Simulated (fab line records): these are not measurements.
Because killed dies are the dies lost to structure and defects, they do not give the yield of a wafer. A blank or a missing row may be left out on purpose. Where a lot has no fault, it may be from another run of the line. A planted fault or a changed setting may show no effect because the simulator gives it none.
Tool commonality check	flow nand-harc	Lots sampled 12, wafers sampled 36

== THE REASON FOR OPENING IT ==
At NHARC_A_CHANNEL_HOLE_D1_CD_MEAS_10 the reading cd-nm is flagged on 2 of 12 lots. Fault-free wafers read 99.7 nm, with a standard deviation of 0.56.
Rule: a lot is flagged in two cases, either no wafer of it has a number, or all its wafers with numbers fall more than 4 standard deviations from that mean. The rest of the lots are taken to be sound.

lot	measured	on	cd-nm (nm), wafer by wafer	flag
L503	day 8 18:43	cd-sem-01	100.1 98.8 99.5	
L502	day 8 18:54	cd-sem-01	99.7 99.8 100.3	
L504	day 9 14:13	cd-sem-03	96.1 96.6 96.3	FLAGGED
L507	day 10 16:25	cd-sem-03	96.4 96.7 95.8	FLAGGED
L509	day 11 16:23	cd-sem-03	100.1 99.9 100.3	
L516	day 14 13:41	cd-sem-02	99.0 99.7 98.9	
L517	day 14 13:57	cd-sem-03	100.7 99.5 99.8	
L518	day 15 03:13	cd-sem-01	99.6 99.8 100.1	
L521	day 16 02:04	cd-sem-03	98.5 99.9 100.1	
L520	day 16 02:23	cd-sem-01	99.7 99.2 99.1	
L522	day 17 00:32	cd-sem-03	99.3 99.0 100.3	
L525	day 18 06:52	cd-sem-03	100.7 99.5 99.3	
Average over the flagged lots: 96.3 nm; offset from the usual -3.4 nm, equal to -6 standard deviations.

== EACH LOT AND THE TOOL IT RAN ON ==
The record holds 1 process step before the reading, out of a route of 1302 steps. Every cell lists first the tool, next ch and the chambers used by the sampled wafers, and last the start.
lot	flag	NHARC_A_CHANNEL_HOLE_D1_PEB_08
L503		litho-track-06 ch 0, day 8 18:38
L502		litho-track-04 ch 0, day 8 18:49
L504	FLAGGED	litho-track-06 ch 0, day 9 14:08
L507	FLAGGED	litho-track-06 ch 0, day 10 16:20
L509		litho-track-04 ch 0, day 11 16:18
L516		litho-track-06 ch 0, day 14 13:36
L517		litho-track-04 ch 0, day 14 13:52
L518		litho-track-06 ch 0, day 15 03:08
L521		litho-track-06 ch 0, day 16 01:59
L520		litho-track-06 ch 0, day 16 02:19
L522		litho-track-06 ch 0, day 17 00:27
L525		litho-track-01 ch 0, day 18 06:47
What these steps do:
- NHARC_A_CHANNEL_HOLE_D1_PEB_08: peb time 65 s.
- NHARC_A_CHANNEL_HOLE_D1_CD_MEAS_10: target cd 100 nm.

== FLAGGED AGAINST TOTAL, ONE TOOL AT A TIME (gauges that did the reading follow at the end) ==
step	tool	lots run	flagged	share of the flagged lots	sound lots run after its first flagged lot
NHARC_A_CHANNEL_HOLE_D1_PEB_08	litho-track-01	1	0	none	-
NHARC_A_CHANNEL_HOLE_D1_PEB_08	litho-track-04	3	0	none	-
NHARC_A_CHANNEL_HOLE_D1_PEB_08	litho-track-06	8	2	all	5 (L516,L518,L521,L520,L522)
NHARC_A_CHANNEL_HOLE_D1_CD_MEAS_10	cd-sem-01	4	0	none	-
NHARC_A_CHANNEL_HOLE_D1_CD_MEAS_10	cd-sem-02	1	0	none	-
NHARC_A_CHANNEL_HOLE_D1_CD_MEAS_10	cd-sem-03	7	2	all	5 (L509,L517,L521,L522,L525)

== WHAT THE TABLE ALLOWS ==
Every flagged lot went through 2 rows of the table: litho-track-06 at NHARC_A_CHANNEL_HOLE_D1_PEB_08 and cd-sem-03 at NHARC_A_CHANNEL_HOLE_D1_CD_MEAS_10.
- litho-track-06 at NHARC_A_CHANNEL_HOLE_D1_PEB_08: 2 of its 8 lots flagged. Sound lots ran on it after the first flagged one (L516, L518, L521, L520, L522), which a lasting fault on the whole tool wouldn't allow. Its own readings lie more than 4 standard deviations out on every wafer of the flagged lots: heater-power-total-W, plate-temp-C.
- cd-sem-03 at NHARC_A_CHANNEL_HOLE_D1_CD_MEAS_10: 2 of its 7 lots flagged. Sound lots ran on it after the first flagged one (L509, L517, L521, L522, L525), which a lasting fault on the whole tool wouldn't allow.
None of the table's rows ran every flagged lot and, after the first, no sound lot.

== WHAT WAS PUT IN BY THE SIMULATOR ==
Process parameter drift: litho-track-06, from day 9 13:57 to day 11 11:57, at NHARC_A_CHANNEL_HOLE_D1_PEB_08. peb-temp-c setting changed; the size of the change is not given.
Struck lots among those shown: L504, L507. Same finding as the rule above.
